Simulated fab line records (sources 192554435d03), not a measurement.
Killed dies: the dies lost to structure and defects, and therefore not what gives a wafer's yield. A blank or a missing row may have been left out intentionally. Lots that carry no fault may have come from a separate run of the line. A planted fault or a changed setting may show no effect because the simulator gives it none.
A lot that was struck, set against a sound lot :: flow n5Finfet :: 38 steps out of a route of 1938
Sound: wafers L587.1, L587.3, L587.4. Struck: wafer L581.1; the same lot's L581.5 was not struck, so it is left out; see the end for the cause.
At each step with rows: each side's tool, then ch and its chambers, then its first start. Under that, the readings that differ: sound wafers :: struck wafers :: difference of the means :: sigmas: that difference in standard deviations of wafers without a fault.
alike: readings with means less than 2 such deviations apart, plus words and numbers identical on both sides. not compared: withheld readings, readings lacking a value on some wafer, bounds such as >300 that could conceal the same value, and numbers that have no deviation in the record and whose values overlap.
A row with sigmas, a row that says differs or no value, or rows on one side alone: a step with any of these is where the two part. Numbers that don't overlap but have no deviation are shown without sigmas and don't part them. A reading missing from all wafers of one side parts the sides only when that side holds two or more wafers.

first, 9 steps without rows for these wafers: N5_BEOL_M4_ANNEAL_95 (time 240 s); N5_BEOL_M4_SPUTTER_96 (material Cu, target thk 4.5 nm, time 8.29 s); N5_BEOL_M4_ECD_50 (material Cu, target thk 300 nm); N5_BEOL_M4_ANNEAL_51 (time 90 s); N5_BEOL_M4_CMP_52 (polishes, stops on SiOC, t overpolish 6.8 s, target thk 40 nm); N5_BEOL_M4_PRE_CLEAN_60 (time 15 s); N5_BEOL_M4_CO_CAP_55 (material Co, precursor CCTBA/H2, target thk 2 nm, time 102.1 s); N5_BEOL_M4_PRE_CLEAN_56 (time 15 s); N5_BEOL_M4_DEP_57 (deposits SiCN from 3MS/NH3, target thk 8 nm, time 14 s).
N5_BEOL_M4_RC_MEAS_101:
  sound on prober-02 ch 0, day 13 10:54; struck on prober-02 ch 0, day 11 20:40
  alike: DIBL_N, DIBL_P, IOFF_N, IOFF_P, ION_N, ION_P, SS_N, SS_P, VT_N, VT_P
then, 24 steps without rows for these wafers: N5_BEOL_M5_ILD_DEP_00 (deposits SiCOH lowk from DEMS/porogen, target thk 140.64 nm, time 25.9 s); N5_BEOL_M5_CURE_79 (cures SiCOH lowk, time 240 s); N5_BEOL_M5_PECVD_70 (deposits SiO2 from TEOS/O2, target thk 16 nm, time 18 s); N5_BEOL_M5_HM_DEP_02 (deposits TiN, target thk 20 nm); N5_BEOL_M5_COAT_59 (time 60 s, resist thk 60 nm); N5_BEOL_M5_COAT_60 (time 60 s, resist thk 12 nm); N5_BEOL_M5_COAT_71 (time 60 s, resist thk 5 nm); N5_BEOL_M5_COAT_05 (resist thk 30 nm); N5_BEOL_M5_EBR_07; N5_BEOL_M5_SOFTBAKE_06 (time 60 s); N5_BEOL_M5_EXPOSE_08 (exposes mask M5, target cd 28 nm); N5_BEOL_M5_PEB_09 (peb time 60 s); N5_BEOL_M5_DEVELOP_10 (develop time 30 s); N5_BEOL_M5_DESCUM_16 (chemistry O2, time 7 s); N5_BEOL_M5_ETCH_72 (etches underlayer in N2/H2, target depth 6.5 nm, time 5.2 s); N5_BEOL_M5_ETCH_61 (etches SiARC in CF4, target depth 15.6 nm, time 26 s); N5_BEOL_M5_ETCH_62 (etches SOC in N2/H2, target depth 75 nm, overetch 15 nm, time 112.5 s); N5_BEOL_M5_STRIP_63 (strips in N2/H2); N5_BEOL_M5_STRIP_73 (strips in N2/H2); N5_BEOL_M5_STRIP_64 (strips in CF4); N5_BEOL_M5_HM_OPEN_17 (chemistry Cl2/BCl3, target TiN, target depth 20 nm, overetch 6 nm); N5_BEOL_M5_STRIP_19 (strips in O2); N5_BEOL_M5_COAT_65 (time 60 s, resist thk 60 nm); N5_BEOL_M5_COAT_66 (time 60 s, resist thk 12 nm).
-- record jumps: 3 days separate the struck wafers' starts on either side; left off in module BEOL_M5, taken up again in module BEOL_M13, whose first shown step is the route's number 1710 --
N5_BEOL_M13_CMP_49: polishes, stops on SiOC, t overpolish 17.1 s, target thk 420 nm.
  sound on cmp-01 ch 0,1,2, day 16 14:50; struck on cmp-03 ch 2, day 15 02:32
reading: barrierFieldEndpointS (s)
sound: 31.8 29.1 29.8
struck: 59.4
difference: +29.2
sigmas: +27

reading: overpolishRunS (s)
sound: 17.104 17.102 17.104
struck: 2.176
difference: -14.927
sigmas: -99 or more
  alike: motorCurrentA, slurryFilterDpKPa
N5_BEOL_M13_THK_MEAS_50: measures by xrf.
  struck on filmMetro-01, day 15 02:43; sound on filmMetro-02, day 16 15:08
reading: M13_THK (nm)
sound: 426 437 434
struck: 783
difference: +351
sigmas: +43
N5_BEOL_M13_INSPECT_55: inspects for defects (darkfield).
  struck on defectInspect-02, day 15 02:52; sound on defectInspect-02, day 16 15:17
reading: rawDefectCount
sound: 75 53 31
struck: 3039
difference: +2986
sigmas: +99 or more
N5_PASSIVATION_PROBE_49:
  struck on prober-01, day 16 03:34; sound on prober-01, day 17 17:04
reading: defectLimitedYield (%)
sound: 93.2 88.4 92.8
struck: 0
difference: -91
sigmas: -61

reading: killed_at_M4_up
sound: 7 16 4
struck: 1102
difference: +1093
sigmas: +99 or more

reading: killedDies
sound: 80 137 85
struck: 1180
difference: +1079
sigmas: +60

reading: killedOnRim
sound: 12 19 10
struck: 152
difference: +138
sigmas: +40

reading: sortNPass
sound: 1099 1043 1095
struck: 0
difference: -1079
sigmas: -57

reading: sortYieldPct (%)
sound: 93.1 88.4 92.8
struck: 0
difference: -91
sigmas: -57
  alike: killed_at_M0_to_M3, killedAtContacts, killedAtFrontEnd, killedAtOther, killedOpen, killedShort, sort_bin_4_leakage, sort_bin_5_function, sort_bin_6_memory, sort_bin_8_speed

## WHERE THEY PART
First at N5_BEOL_M13_CMP_49; last, within this record, at N5_PASSIVATION_PROBE_49.

WHY: what had been put in by the simulator
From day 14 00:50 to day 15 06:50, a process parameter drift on cmp-03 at N5_BEOL_M13_CMP_49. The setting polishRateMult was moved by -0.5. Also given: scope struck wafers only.
